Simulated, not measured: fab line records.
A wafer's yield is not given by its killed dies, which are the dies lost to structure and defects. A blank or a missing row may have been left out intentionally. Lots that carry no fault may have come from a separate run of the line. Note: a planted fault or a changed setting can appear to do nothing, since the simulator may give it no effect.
fab line records	flow nand_harc	part 1 of 2: steps 1 to 29 of 40
[record] lots = 5	wafers = 15	last_day = 25
route steps=1159 shown P_STI@89 P_GATE@110
lots that met no fault: from a run of the same line without faults
start_h: hours from the record's first day to the start of the lot's first wafer shown	wait_h: time in hours since the lot's previous step	" the same as in the row above	L1.1+2: a row that stands for several wafers	- value missing, or start not given	* or withheld: withheld	< > ~ a bound
route shown NAME@n: a module of which the file shows steps, and the number in the route of the first	usual: average and standard deviation across the fault-free wafers	same: alike in all rows	chamber/n: place in a boat	sites: readings site by site	_std_site: the values' standard deviation	_edge_site: mean of outer sites minus mean of inner sites	radius_mm: for every site, how far away it sits from the centre of the wafer	mask NAME#n: copy n	behind: the tool/chamber that last shaped the wafer	hold: the reason the lot was held/the length of the hold in hours/how it ended	device: the n, p or np transistor that did not switch	end of line: the same wafers' tests at the end of the route	step lacking rows: just its recipe	killed: at the first sort, the dies lost to defects and structure; wafer yield is something else	map: per-die view of a wafer (x killed, . not killed, _ where there is no die)
set.NAME: the setting as run; set.NAME@STEP: as run at that earlier step	model.NAME: the simulator's own value behind a step, which no gauge read
lots at some steps of the route; a table a step, a row a wafer
services: from which hour (start_h, from the record's first day; less than 0 if before it) a tool's chamber was out of use, for how many hours, and why
[[steps]]
[step NHARC_P_STI_ETCH_31]
[recipe] target_depth_a = 1089	time_s = 54.5	cf4_flow_sccm = 100	chf3_flow_sccm = 30	ar_flow_sccm = 0	rf_w = 500	bias_w = 200	chemistry = CF4/CHF3
[usual] bias_w = 200.1/0.55	drypump_motor_current_A = 5.8/0.46	oes_product_au = 0.966/0.015	rf_vpp_V = 370.5/2.4	showerhead_plenum_p_Torr = 1.57/0.069	throttle_valve_pct = 16.803/0.009
lot.wafer	tool	chamber	start_h	wait_h	bias_w	drypump_motor_current_A	oes_product_au	rf_hours_counter_h	rf_vpp_V	showerhead_plenum_p_Torr	throttle_valve_pct
L075.1	rie_diel-05	3	-	-	201.1	6.6	0.952	1.3	373.1	1.67	16.809
L075.3	"	1	"	"	200.3	6.0	0.967	1.1	373.5	1.61	16.803
L075.6	"	2	"	"	199.5	6.2	0.974	-	367.9	1.49	16.797
L086.3	rie_diel-11	2	-	-	201.1	5.5	0.981	6.3	367.6	1.50	16.805
L086.6	"	3	"	"	200.2	5.6	0.965	-	373.9	1.65	16.816
L086.5	"	0	"	"	200.4	5.8	0.957	-	368.1	1.52	16.795
L092.3	rie_diel-08	1	-	-	200.0	6.8	0.973	0.3	367.0	1.55	16.807
L092.1	"	3	"	"	198.8	5.1	0.963	0.3	369.9	1.57	16.803
L092.6	"	1	"	"	199.8	6.9	0.968	-	368.9	1.55	16.816
L095.3	rie_diel-08	0	-	-	199.9	6.1	0.946	0.8	374.5	1.69	16.804
L095.2	"	1	"	"	200.4	6.8	0.962	0.8	369.1	1.55	16.792
L095.5	"	0	"	"	200.3	6.2	0.942	-	372.8	1.69	16.802
L096.3	rie_diel-11	0	-	-	198.7	5.8	0.963	10.2	368.4	1.52	16.791
L096.2	"	2	"	"	199.8	5.5	0.963	10.0	367.6	1.50	16.811
L096.4	"	3	"	"	199.1	5.6	0.961	10.4	372.7	1.65	16.791
[step NHARC_P_STI_ETCH_15]
[recipe] target_depth_a = 3000	taper_deg = 4	time_s = 100.1	hbr_flow_sccm = 150	cl2_flow_sccm = 50	rf_w = 400	icp_w = 400	bias_w = 100	chemistry = HBr/Cl2
[usual] bias_w = 99.98/0.29	drypump_motor_current_A = 5.7/0.38	oes_product_au = 0.997/0.016	throttle_valve_pct = 26.406/0.0099
lot.wafer	tool	chamber	start_h	wait_h	bias_w	drypump_motor_current_A	oes_product_au	rf_hours_counter_h	throttle_valve_pct
L075.3	rie_si-05	2	42.87	-	100.26	6.0	0.980	1.07	26.410
L075.1	"	0	"	"	100.79	4.9	1.009	0.85	26.410
L075.6	"	3	"	"	99.79	5.4	1.008	-	26.405
L086.3	rie_si-06	1	107.50	-	99.98	5.5	1.004	0.68	26.391
L086.6	"	3	"	"	100.23	6.0	1.021	-	26.425
L086.5	"	0	"	"	100.11	5.6	0.992	-	26.400
L092.3	rie_si-05	1	143.85	-	100.21	5.8	0.983	0.61	26.418
L092.1	"	3	"	"	99.75	5.4	1.021	0.50	26.407
L092.6	"	1	"	"	99.79	5.8	0.991	-	26.395
L095.3	rie_si-02	1	163.55	-	100.26	5.3	0.986	0.86	26.400
L095.2	"	0	"	"	100.17	5.9	0.997	1.05	26.398
L095.5	"	2	"	"	100.30	6.2	1.004	-	26.422
L096.2	rie_si-05	1	163.73	-	100.12	5.8	0.992	0.75	26.402
L096.3	"	2	"	"	99.57	6.0	0.966	0.66	26.416
L096.4	"	3	"	"	99.98	5.3	1.013	0.66	26.409
[step NHARC_P_STI_CD_MEAS_16]
[usual] cd_nm = 202/3.7
lot.wafer	tool	chamber	start_h	wait_h	cd_nm
L075.1	cd_sem-03	-	43.03	-	201
L075.3	"	-	"	"	207
L075.6	"	-	"	"	200
L086.3	cd_sem-03	-	107.64	-	199
L086.5	"	-	"	"	205
L086.6	"	-	"	"	206
L092.1	cd_sem-03	-	144.01	-	198
L092.3	"	-	"	"	211
L092.6	"	-	"	"	208
L095.2	cd_sem-02	-	163.72	-	206
L095.3	"	-	"	"	204
L095.5	"	-	"	"	201
L096.2	cd_sem-03	-	163.88	-	205
L096.3	"	-	"	"	199
L096.4	"	-	"	"	202
[step NHARC_P_STI_OCD_MEAS_17]
[usual] trench_depth_nm = 300/6.8	trench_foot_cd_nm = 160/3.4
lot.wafer	tool	chamber	start_h	wait_h	trench_depth_nm	trench_foot_cd_nm
L075.1	ocd-01	-	43.12	0.1	303	159
L075.3	"	-	"	"	296	165
L075.6	"	-	"	"	306	157
L086.3	ocd-02	-	107.72	0.1	301	156
L086.5	"	-	"	"	296	160
L086.6	"	-	"	"	309	162
L092.1	ocd-01	-	144.10	0.1	311	155
L092.3	"	-	"	"	294	168
L092.6	"	-	"	"	295	166
L095.2	ocd-02	-	163.81	0.1	301	163
L095.3	"	-	"	"	296	162
L095.5	"	-	"	"	304	158
L096.2	ocd-01	-	163.97	0.1	294	161
L096.3	"	-	"	"	285	158
L096.4	"	-	"	"	309	159
[step NHARC_P_STI_STRIP_19]
[recipe] time_s = 900	temp_c = 130	chemistry = SPM
[usual] bath_guard_temp_C = 130.1/0.51
lot.wafer	tool	chamber	start_h	wait_h	bath_guard_temp_C
L075.3	wet_bench-07	7	43.18	0.1	129.1
L075.6	"	0	"	"	131.2
L075.1	"	2	"	"	130.4
L086.6	wet_bench-06	4	107.80	0.1	129.8
L086.3	"	5	"	"	129.7
L086.5	"	7	"	"	130.2
L092.3	wet_bench-03	0	144.17	0.1	129.8
L092.1	"	1	"	"	129.7
L092.6	"	2	"	"	130.0
L095.5	wet_bench-03	0	163.87	0.1	129.7
L095.2	"	2	"	"	130.1
L095.3	"	3	"	"	130.0
L096.3	wet_bench-07	5	164.04	0.1	130.5
L096.4	"	6	"	"	130.4
L096.2	"	7	"	"	128.8
[step NHARC_P_STI_PRECLEAN_32]
[recipe] time_s = *	temp_c = 50	bath_age_min = 0	chemistry = SC1
[usual] bath_guard_temp_C = 50.1/0.52	diw_flow_mL_min = 1415/4.3
lot.wafer	tool	chamber	start_h	wait_h	bath_guard_temp_C	diw_flow_mL_min
L075.3	wet_bench-07	7	-	-	49.0	1416
L075.6	"	0	"	"	51.4	1422
L075.1	"	2	"	"	50.6	1417
L086.6	wet_bench-06	4	-	-	49.9	1414
L086.3	"	5	"	"	49.8	1412
L086.5	"	7	"	"	50.2	1411
L092.3	wet_bench-03	0	-	-	49.8	1410
L092.1	"	1	"	"	50.0	1420
L092.6	"	2	"	"	50.3	1411
L095.5	wet_bench-03	0	-	-	50.0	1415
L095.2	"	2	"	"	50.4	1415
L095.3	"	3	"	"	49.8	1413
L096.3	wet_bench-07	5	-	-	50.3	1418
L096.4	"	6	"	"	50.4	1416
L096.2	"	7	"	"	49.2	1420
[step NHARC_P_STI_SRD_23]
lot.wafer	tool	chamber	start_h	wait_h
L075.3+6+1	wet_bench-07	7,0,2	-	-
L086.6+3+5	wet_bench-06	4,5,7	-	-
L092.3+1+6	wet_bench-03	0,1,2	-	-
L095.5+2+3	wet_bench-03	0,2,3	-	-
L096.3+4+2	wet_bench-07	5,6,7	-	-
[step NHARC_P_STI_OCD_MEAS_43]
[usual] trench_depth_nm = 300/6.8	trench_foot_cd_nm = 160/3.4
lot.wafer	tool	chamber	start_h	wait_h	trench_depth_nm	trench_foot_cd_nm
L075.1	ocd-02	-	43.63	-	302	158
L075.3	"	-	"	"	296	165
L075.6	"	-	"	"	307	157
L086.3	ocd-01	-	108.24	-	301	155
L086.5	"	-	"	"	296	160
L086.6	"	-	"	"	309	162
L092.1	ocd-01	-	144.60	-	310	156
L092.3	"	-	"	"	295	168
L092.6	"	-	"	"	296	166
L095.2	ocd-02	-	164.31	-	302	163
L095.3	"	-	"	"	296	162
L095.5	"	-	"	"	304	157
L096.2	ocd-01	-	164.47	-	295	162
L096.3	"	-	"	"	286	158
L096.4	"	-	"	"	309	160
[step NHARC_P_STI_OXIDE_33]
[recipe] target_thk_a = 100	temp_c = 1000	ox_time_s = 281	material = SiO2
[usual] spike_tc_centre_C = 1000.6/1.1	spike_tc_top_C = 1008/3.2	zone_power_upper_pct = 22.8/2.8
lot.wafer	tool	chamber	start_h	wait_h	spike_tc_centre_C	spike_tc_top_C	zone_power_upper_pct
L075.1	furnace-08	0	47.34	3.7	998.7	1006	19.8
L075.3	"	0	"	"	1000.1	1008	20.0
L075.6	"	0	"	"	999.8	1006	20.1
L086.3	furnace-03	0	111.88	3.6	1003.2	1006	25.0
L086.5	"	0	"	"	999.8	1006	25.6
L086.6	"	0	"	"	1000.7	1005	25.3
L092.1	furnace-03	0	149.40	4.8	1000.9	1007	26.2
L092.3	"	0	"	"	1000.0	1006	25.7
L092.6	"	0	"	"	1000.4	1006	25.8
L095.2	furnace-03	0	170.86	6.5	1001.1	1005	25.9
L095.3	"	0	"	"	999.2	1007	26.5
L095.5	"	0	"	"	1001.4	1004	26.0
L096.2	furnace-03	0	170.86	6.4	1001.7	1007	25.6
L096.3	"	0	"	"	999.7	1005	26.1
L096.4	"	0	"	"	1000.8	1006	26.0
[step NHARC_P_STI_HDPCVD_20]
[recipe] target_thk_a = withheld	sigma_open_frac = withheld	material = SiO2
lot.wafer	tool	chamber	start_h	wait_h
L075.1+3+6	hdpcvd-01	1,1,0	52.17	0.5
L086.3+5+6	hdpcvd-01	1,0,1	124.34	8.1
L092.1+3+6	hdpcvd-01	1,0,1	154.03	0.4
L095.2+3+5	hdpcvd-01	0,1,1	175.61	0.4
L096.2+4+3	hdpcvd-01	1,1,0	176.09	0.9
[step NHARC_P_STI_ANNEAL_34]
[recipe] temp_c = 1000	time_s = 1800
[usual] spike_tc_centre_C = 1000.7/1.1	spike_tc_top_C = 1008/3.2	zone_power_upper_pct = 22.1/2.7
lot.wafer	tool	chamber	start_h	wait_h	spike_tc_centre_C	spike_tc_top_C	zone_power_upper_pct
L075.1	furnace-08	0	57.49	5.2	1001.8	1007	20.4
L075.3	"	0	"	"	1000.9	1005	20.0
L075.6	"	0	"	"	1000.4	1007	19.9
L086.3	furnace-03	0	128.52	4.1	998.7	1006	26.8
L086.5	"	0	"	"	1001.2	1006	25.7
L086.6	"	0	"	"	1002.0	1005	25.8
L092.1	furnace-08	0	155.28	1.2	1000.0	1007	20.0
L092.3	"	0	"	"	998.6	1007	20.1
L092.6	"	0	"	"	1000.4	1006	20.2
L095.2	furnace-03	0	183.23	7.5	1001.5	1006	25.7
L095.3	"	0	"	"	999.6	1006	25.5
L095.5	"	0	"	"	1002.0	1006	26.2
L096.2	furnace-03	0	183.23	7.1	1002.0	1004	25.9
L096.3	"	0	"	"	1002.2	1006	26.1
L096.4	"	0	"	"	1001.8	1005	25.5
[step NHARC_P_STI_CMP_21]
[recipe] t_overpolish_s = 20	target_thk_nm = 380.67
[usual] motor_current_A = 12.1/0.78	overpolish_run_s = 20.001/0.0097
lot.wafer	tool	chamber	start_h	wait_h	motor_current_A	overpolish_run_s
L075.3	cmp-01	0	62.37	0.4	12.6	19.990
L075.1	"	2	"	"	11.9	19.993
L075.6	"	1	"	"	12.3	20.011
L086.3	cmp-03	0	133.45	0.4	10.8	20.017
L086.5	"	2	"	"	11.9	20.010
L086.6	"	3	"	"	12.4	20.016
L092.1	cmp-04	1	160.15	0.4	12.4	19.996
L092.3	"	2	"	"	11.1	20.002
L092.6	"	0	"	"	12.8	19.992
L095.2	cmp-04	3	188.06	0.4	13.1	20.013
L095.3	"	2	"	"	11.6	20.006
L095.5	"	3	"	"	13.3	19.991
L096.2	cmp-03	2	188.09	0.4	12.2	19.985
L096.4	"	3	"	"	11.9	20.001
L096.3	"	0	"	"	10.8	20.000
[step NHARC_P_STI_SRD_35]
lot.wafer	tool	chamber	start_h	wait_h
L075.3+6+1	wet_bench-07	2,4,6	62.67	0.0
L086.5+6+3	wet_bench-03	7,1,4	133.70	0.0
L092.3+1+6	wet_bench-06	2,3,5	160.43	0.0
L095.5+3+2	wet_bench-06	7,1,3	188.37	0.0
L096.2+3+4	wet_bench-03	6,7,0	188.38	0.1
[step NHARC_P_STI_ETCH_36]
[recipe] target_depth_a = 388	chemistry = dHF	material = SiO2
lot.wafer	tool	chamber	start_h	wait_h
L075.3+6+1	wet_bench-07	2,4,6	62.69	0.0
L086.5+6+3	wet_bench-03	7,1,4	133.73	0.0
L092.3+1+6	wet_bench-06	2,3,5	160.45	0.0
L095.5+3+2	wet_bench-06	7,1,3	188.39	0.0
L096.2+3+4	wet_bench-03	6,7,0	188.40	0.0
[step NHARC_P_STI_STRIP_24]
[recipe] temp_c = 160	chemistry = H3PO4	material = Si3N4
[usual] bath_guard_temp_C = 160.1/0.46
lot.wafer	tool	chamber	start_h	wait_h	bath_guard_temp_C
L075.3	wet_bench-07	2	62.71	0.0	160.7
L075.6	"	4	"	"	159.8
L075.1	"	6	"	"	160.5
L086.5	wet_bench-03	7	133.74	0.0	160.4
L086.6	"	1	"	"	159.8
L086.3	"	4	"	"	159.8
L092.3	wet_bench-06	2	160.46	0.0	160.4
L092.1	"	3	"	"	160.3
L092.6	"	5	"	"	159.5
L095.5	wet_bench-06	7	188.41	0.0	160.4
L095.3	"	1	"	"	159.9
L095.2	"	3	"	"	160.9
L096.2	wet_bench-03	6	188.42	0.0	159.8
L096.3	"	7	"	"	160.4
L096.4	"	0	"	"	159.8
[step NHARC_P_STI_ETCH_37]
[recipe] target_depth_a = 110	chemistry = dHF	material = SiO2
lot.wafer	tool	chamber	start_h	wait_h
L075.3+6+1	wet_bench-07	2,4,6	-	-
L086.5+6+3	wet_bench-03	7,1,4	-	-
L092.3+1+6	wet_bench-06	2,3,5	-	-
L095.5+3+2	wet_bench-06	7,1,3	-	-
L096.2+3+4	wet_bench-03	6,7,0	-	-
[step NHARC_P_STI_PRECLEAN_38]
[recipe] time_s = *	temp_c = 50	bath_age_min = 0	chemistry = SC1
[usual] bath_guard_temp_C = 50.1/0.48	diw_flow_mL_min = 1415/4.1
lot.wafer	tool	chamber	start_h	wait_h	bath_guard_temp_C	diw_flow_mL_min
L075.3	wet_bench-07	2	-	-	50.9	1412
L075.6	"	4	"	"	49.5	1413
L075.1	"	6	"	"	50.5	1420
L086.5	wet_bench-03	7	-	-	49.8	1418
L086.6	"	1	"	"	49.7	1411
L086.3	"	4	"	"	49.7	1413
L092.3	wet_bench-06	2	-	-	50.4	1415
L092.1	"	3	"	"	50.4	1421
L092.6	"	5	"	"	49.5	1419
L095.5	wet_bench-06	7	-	-	50.3	1416
L095.3	"	1	"	"	49.9	1415
L095.2	"	3	"	"	50.9	1419
L096.2	wet_bench-03	6	-	-	49.5	1411
L096.3	"	7	"	"	50.1	1409
L096.4	"	0	"	"	50.1	1413
[step NHARC_P_STI_SRD_39]
lot.wafer	tool	chamber	start_h	wait_h
L075.3+6+1	wet_bench-07	2,4,6	-	-
L086.5+6+3	wet_bench-03	7,1,4	-	-
L092.3+1+6	wet_bench-06	2,3,5	-	-
L095.5+3+2	wet_bench-06	7,1,3	-	-
L096.2+3+4	wet_bench-03	6,7,0	-	-
[step NHARC_P_STI_OXIDE_40]
[recipe] target_thk_a = 100	temp_c = 900	ox_time_s = 1362	material = SiO2
[usual] spike_tc_centre_C = 900.5/1.2	spike_tc_top_C = 909.1/2.8	zone_power_upper_pct = 16.8/1.8
lot.wafer	tool	chamber	start_h	wait_h	spike_tc_centre_C	spike_tc_top_C	zone_power_upper_pct
L075.1	furnace-08	0	65.66	-	899.3	909.0	16.0
L075.3	"	0	"	"	899.7	908.5	15.8
L075.6	"	0	"	"	901.8	906.9	15.8
L086.3	furnace-08	0	140.73	-	900.8	908.2	16.0
L086.5	"	0	"	"	900.2	905.0	16.0
L086.6	"	0	"	"	900.0	908.0	16.0
L092.1	furnace-08	0	164.55	-	901.4	907.2	15.9
L092.3	"	0	"	"	900.2	908.3	15.8
L092.6	"	0	"	"	899.5	909.8	15.8
L095.2	furnace-03	0	192.42	-	902.6	906.5	20.3
L095.3	"	0	"	"	900.7	907.1	20.5
L095.5	"	0	"	"	899.5	906.1	20.5
L096.2	furnace-03	0	192.42	-	903.1	906.5	20.4
L096.3	"	0	"	"	901.8	906.1	20.1
L096.4	"	0	"	"	901.3	906.9	20.2
[step NHARC_P_STI_INSPECT_25]
[usual] raw_defect_count = 201/68
lot.wafer	tool	chamber	start_h	wait_h	raw_defect_count
L075.1	defect_inspect-01	-	69.68	0.4	242
L075.3	"	-	"	"	260
L075.6	"	-	"	"	194
L086.3	defect_inspect-02	-	144.77	0.4	158
L086.5	"	-	"	"	165
L086.6	"	-	"	"	179
L092.1	defect_inspect-01	-	168.64	0.4	260
L092.3	"	-	"	"	177
L092.6	"	-	"	"	192
L095.2	defect_inspect-02	-	196.44	0.4	504
L095.3	"	-	"	"	181
L095.5	"	-	"	"	221
L096.2	defect_inspect-01	-	196.44	0.4	164
L096.3	"	-	"	"	91
L096.4	"	-	"	"	196
[step NHARC_P_GATE_ETCH_69]
[recipe] target_depth_a = 140	chemistry = dHF	material = SiO2
lot.wafer	tool	chamber	start_h	wait_h
L075.1+3+6	wet_bench-09	5,7,2	69.73	0.1
L086.5+3+6	wet_bench-05	4,6,0	144.84	0.1
L092.6+3+1	wet_bench-09	1,2,4	168.70	0.0
L096.3+4+2	wet_bench-05	4,5,6	196.49	0.0
L095.2+3+5	wet_bench-04	5,6,7	196.51	0.1
[step NHARC_P_GATE_PRECLEAN_70]
[recipe] time_s = *	temp_c = 50	bath_age_min = 0	chemistry = SC1
[usual] bath_guard_temp_C = 50.0/0.57	diw_flow_mL_min = 1415/4.1
lot.wafer	tool	chamber	start_h	wait_h	bath_guard_temp_C	diw_flow_mL_min
L075.1	wet_bench-09	5	69.82	0.1	50.8	1405
L075.3	"	7	"	"	49.6	1408
L075.6	"	2	"	"	49.7	1414
L086.5	wet_bench-05	4	144.92	0.1	50.7	1418
L086.3	"	6	"	"	50.1	1410
L086.6	"	0	"	"	49.9	1411
L092.6	wet_bench-09	1	168.89	0.2	49.8	1415
L092.3	"	2	"	"	49.9	1416
L092.1	"	4	"	"	50.4	1413
L096.3	wet_bench-05	4	196.59	0.1	50.5	1419
L096.4	"	5	"	"	50.1	1413
L096.2	"	6	"	"	50.1	1411
L095.2	wet_bench-04	5	196.60	0.1	50.1	1412
L095.3	"	6	"	"	50.9	1412
L095.5	"	7	"	"	49.8	1409
[step NHARC_P_GATE_SRD_01]
lot.wafer	tool	chamber	start_h	wait_h
L075.1+3+6	wet_bench-09	5,7,2	-	-
L086.5+3+6	wet_bench-05	4,6,0	-	-
L092.6+3+1	wet_bench-09	1,2,4	-	-
L096.3+4+2	wet_bench-05	4,5,6	-	-
L095.2+3+5	wet_bench-04	5,6,7	-	-
[step NHARC_P_GATE_OXIDE_02]
[recipe] target_thk_a = 375	temp_c = 950	p_h2o_torr = 720	ox_time_s = 365	material = SiO2
[usual] spike_tc_centre_C = 950.3/0.95	spike_tc_top_C = 960.5/1.6	zone_power_upper_pct = 21.7/1.3
lot.wafer	tool	chamber	start_h	wait_h	spike_tc_centre_C	spike_tc_top_C	zone_power_upper_pct
L075.1	furnace-02	0	72.73	-	949.8	957.9	22.5
L075.3	"	0	"	"	948.5	959.4	22.2
L075.6	"	0	"	"	948.8	960.3	22.3
L086.3	furnace-04	0	148.05	-	951.0	959.5	19.9
L086.5	"	0	"	"	949.4	961.0	20.5
L086.6	"	0	"	"	948.4	957.7	20.0
L092.1	furnace-04	0	172.85	-	951.2	959.8	20.2
L092.3	"	0	"	"	951.9	959.1	20.4
L092.6	"	0	"	"	948.1	959.8	20.5
L095.2	furnace-04	0	200.38	-	948.2	959.4	20.3
L095.3	"	0	"	"	950.6	959.5	20.4
L095.5	"	0	"	"	951.5	959.9	20.1
L096.2	furnace-04	0	200.38	-	951.3	960.8	20.0
L096.3	"	0	"	"	950.9	958.8	20.1
L096.4	"	0	"	"	949.8	960.9	20.2
[step NHARC_P_GATE_DEHYDRATE_03]
[recipe] temp_c = 150	time_s = 120
lot.wafer	tool	chamber	start_h	wait_h
L075.1+3+6	litho_track-02	0	77.26	0.4
L086.3+5+6	litho_track-03	0	152.60	0.4
L092.1+3+6	litho_track-02	0	177.47	0.4
L096.2+3+4	litho_track-05	0	204.99	0.4
L095.2+3+5	litho_track-03	0	204.99	0.4
[step NHARC_P_GATE_HMDS_04]
[recipe] time_s = 30
lot.wafer	tool	chamber	start_h	wait_h
L075.1+3+6	litho_track-02	0	-	-
L086.3+5+6	litho_track-03	0	-	-
L092.1+3+6	litho_track-02	0	-	-
L096.2+3+4	litho_track-05	0	-	-
L095.2+3+5	litho_track-03	0	-	-
[step NHARC_P_GATE_COAT_05]
[recipe] spin_rpm = 4690
lot.wafer	tool	chamber	start_h	wait_h
L075.1+3+6	litho_track-02	0	-	-
L086.3+5+6	litho_track-03	0	-	-
L092.1+3+6	litho_track-02	0	-	-
L096.2+3+4	litho_track-05	0	-	-
L095.2+3+5	litho_track-03	0	-	-
[step NHARC_P_GATE_SOFTBAKE_06]
[recipe] temp_c = 122	time_s = 95
lot.wafer	tool	chamber	start_h	wait_h
L075.1+3+6	litho_track-02	0	-	-
L086.3+5+6	litho_track-03	0	-	-
L092.1+3+6	litho_track-02	0	-	-
L096.2+3+4	litho_track-05	0	-	-
L095.2+3+5	litho_track-03	0	-	-
[step NHARC_P_GATE_EBR_07]
lot.wafer	tool	chamber	start_h	wait_h
L075.1+3+6	litho_track-02	0	-	-
L086.3+5+6	litho_track-03	0	-	-
L092.1+3+6	litho_track-02	0	-	-
L096.2+3+4	litho_track-05	0	-	-
L095.2+3+5	litho_track-03	0	-	-
